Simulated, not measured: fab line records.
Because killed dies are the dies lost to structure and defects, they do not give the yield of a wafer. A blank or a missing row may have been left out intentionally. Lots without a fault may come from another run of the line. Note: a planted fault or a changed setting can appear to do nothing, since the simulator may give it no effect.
Chamber matching -- flow nand_harc -- rie_diel-01 running NHARC_P_M2_STRIP_18: 4 sister chambers
The step strips in N2/H2. 4 wafers are shown with their chamber, then 12 later ones without.

== WAFERS PAIRED WITH THEIR CHAMBERS ==
wafer,chamber,drypump_motor_current_A (A)
L088.2,1,6.1
L092.4,2,5.8
L092.5,3,5.7
L092.6,0,5.3

== WAFERS MISSING THEIR CHAMBER ==
wafer,drypump_motor_current_A (A)
L093.1,5.3
L093.2,6.1
L093.3,5.9
L094.1,5.3
L094.2,6.1
L094.3,5.8
L095.3,5.9
L095.4,5.8
L095.6,5.9
L095.1,5.3
L095.2,6.1
L095.5,5.7

== WHICH CHAMBER EACH WENT THROUGH ==
wafer,from the rows above,in truth
L093.1,0,0
L093.2,1,1
L093.3,can't be placed: 2 or 1 or 3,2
L094.1,0,0
L094.2,1,1
L094.3,can't be placed: 2 or 3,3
L095.3,can't be placed: 2 or 1 or 3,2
L095.4,can't be placed: 2 or 3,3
L095.6,can't be placed: 2 or 1 or 3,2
L095.1,0,0
L095.2,1,1
L095.5,can't be placed: 3 or 2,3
Correct placement for 6 of the 12. These rows do not allow placing 6 (true chamber among the candidates in 6). Number placed wrongly: 0.
How it was worked out, from the rows above alone: a wafer's distance from a chamber is the root of the sum, over the readings, of the square of ((its reading less the chamber's mean) divided by the reading's scatter). The wafer belongs to the nearest chamber; if the next one is less than 2 further off, it can't be placed. The mean given for a chamber averages the wafers shown for that chamber. The scatter: with one shown wafer a chamber, the root of the mean of the squares of how far each hidden wafer lies from its nearest shown one.
